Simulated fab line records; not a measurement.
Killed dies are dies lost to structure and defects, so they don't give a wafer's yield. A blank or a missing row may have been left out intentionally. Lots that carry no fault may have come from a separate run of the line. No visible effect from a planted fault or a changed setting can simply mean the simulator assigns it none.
A lot that was struck, set against a sound lot -- flow nandHarc -- 33 steps out of a route of 1302
Sound: these wafers, L219.1, L219.4, L219.6. Wafers struck: L237.3, L237.6. The cause is given at the end.
Order at every step that has rows: each side's tool, ch and its chambers, its first start. Under that, the readings that differ: sound wafers -- struck wafers -- difference of the means -- sigmas: that difference in standard deviations of wafers without a fault.
alike: words and numbers the same on both sides, and readings whose means are apart by under 2 such deviations; not compared: readings that were withheld, readings missing a value for some wafer, numbers with overlapping values and no deviation given by the record, and bounds like >300 which may hide the same value.
A row with sigmas, a row that says differs or no value, or rows on one side alone: a step with any of these is where the two part. When numbers do not overlap yet have no deviation, they are printed without sigmas and do not part them. A reading missing from all wafers of one side parts the sides only when that side holds two or more wafers.

first, 3 steps without rows for these wafers: NHARC_A_CONTACT_ETCH_115 (etches the open film in C4F8/O2/Ar, time 190 s, target depth 1850 nm); NHARC_A_CONTACT_ETCH_116 (etches the open film in C4F8/O2/Ar, time 190 s, target depth 1850 nm); NHARC_A_CONTACT_ETCH_117 (etches the open film in C4F8/O2/Ar, time 190 s, target depth 1850 nm).
NHARC_A_CONTACT_ETCH_118: etches the open film in C4F8/O2/Ar, time 190 s, target depth 1850 nm.
  sound on harCapEtch-03 ch 0, day 23 00:39; struck on harCapEtch-01 ch 0,1, day 31 04:28
  not compared: rfHoursCounterH
NHARC_A_CONTACT_ETCH_119: etches the open film in C4F8/O2/Ar, time 190 s, target depth 1850 nm.
  sound on harCapEtch-03 ch 0, day 23 00:50; struck on harCapEtch-01 ch 0,1, day 31 04:38
  not compared: rfHoursCounterH
then, 1 step without rows for these wafers: NHARC_A_CONTACT_ETCH_120 (etches the open film in C4F8/O2/Ar, time 190 s, target depth 1850 nm).
NHARC_A_CONTACT_ETCH_121: etches the open film in C4F8/O2/Ar, time 190 s, target depth 1850 nm.
  sound on harCapEtch-03 ch 0, day 23 01:10; struck on harCapEtch-01 ch 0,1, day 31 04:59
  not compared: rfHoursCounterH
then, 4 steps without rows for these wafers: NHARC_A_CONTACT_ETCH_122 (etches the open film in C4F8/O2/Ar, time 190 s, target depth 1850 nm); NHARC_A_CONTACT_ETCH_123 (etches the open film in C4F8/O2/Ar, time 490 s, target depth 2110 nm); NHARC_A_CONTACT_ETCH_90 (etches the open film in CH3F/O2, target depth 40 nm, time 85.7 s); NHARC_A_CONTACT_ETCH_96 (etches the open film in C4F6/O2, target depth 20 nm, time 10 s).
NHARC_A_CONTACT_CD_MEAS_53:
  sound on cdSem-03, day 23 02:44; struck on cdSem-01, day 31 06:28
  alike: cdNm
NHARC_A_CONTACT_STRIP_99: strips in N2/H2.
  sound on rieDiel-13 ch 2,3, day 23 02:50; struck on rieDiel-02 ch 0, day 31 06:32
then, 5 steps without rows for these wafers: NHARC_A_CONTACT_STRIP_100 (strips in CF4/CHF3); NHARC_A_CONTACT_STRIP_101 (strips in O2/COS); NHARC_A_CONTACT_ETCH_102 (etches the open film in CF4/O2, target depth 100 nm, overetch 10 nm, time 55 s); NHARC_A_CONTACT_STRIP_55 (strips in O2); NHARC_A_CONTACT_STRIP_56 (strips in post etch residue remover, time 600 s).
NHARC_A_CONTACT_DEP_57: deposits aC, target thk 5300 nm.
  sound on aclDep-02 ch 0, day 23 04:50; struck on aclDep-03 ch 0, day 31 08:56
  alike: throttleValvePct
NHARC_A_CONTACT_DEP_58: deposits SiON, target thk 90 nm.
  sound on pecvd-02 ch 0,1,2, day 23 08:05; struck on pecvd-02 ch 0,2, day 31 11:06
  alike: heaterPowerW
  not compared: sinceWetCleanH
then, 10 steps without rows for these wafers: NHARC_A_CONTACT_DEHYDRATE_59 (time 120 s); NHARC_A_CONTACT_HMDS_60 (time 30 s); NHARC_A_CONTACT_COAT_61 (time 75 s); NHARC_A_CONTACT_COAT_62 (time 65 s); NHARC_A_CONTACT_COAT_63 (resist thk 90 nm); NHARC_A_CONTACT_SOFTBAKE_64 (time 55 s); NHARC_A_CONTACT_EBR_65; NHARC_A_CONTACT_EXPOSE_66 (exposes mask A CC 2); NHARC_A_CONTACT_PEB_67 (peb time 65 s); NHARC_A_CONTACT_DEVELOP_68 (develop time 35 s).
NHARC_A_CONTACT_CD_MEAS_69: the cd target is 300 nm.
  sound on cdSem-02 ch 0, day 23 08:40; struck on cdSem-03 ch 0, day 31 11:42
reading,sound,struck,difference,sigmas
cdNm (nm),300.8 300.3 300.3,299.0 299.8,-1.1,-2
NHARC_A_CONTACT_OVL_MEAS_70:
  sound on overlay-02, day 23 08:46; struck on overlay-02, day 31 11:47
reading,sound,struck,difference,sigmas
overlayXNm (nm),-1.0 -1.1 -1.1,1.3 1.1,+2.3,+2
overlayYNm (nm),-0.7 -1.1 -1.2,0.7 1.4,+2.0,+2
-- break in the record here, with 4 days between the starts of the struck wafers on either side (left off in module A_CONTACT, picked up again in module END, where the first step shown is number 1302 on the route) --
NHARC_END_SORT_01:
  at this point the record logs the struck wafers (prober-01 ch 0, day 35 01:13) and has no rows for the sound ones

## WHERE THEY PART
First at NHARC_A_CONTACT_CD_MEAS_69; last, within this record, at NHARC_END_SORT_01.

WHY: the cause the simulator had injected
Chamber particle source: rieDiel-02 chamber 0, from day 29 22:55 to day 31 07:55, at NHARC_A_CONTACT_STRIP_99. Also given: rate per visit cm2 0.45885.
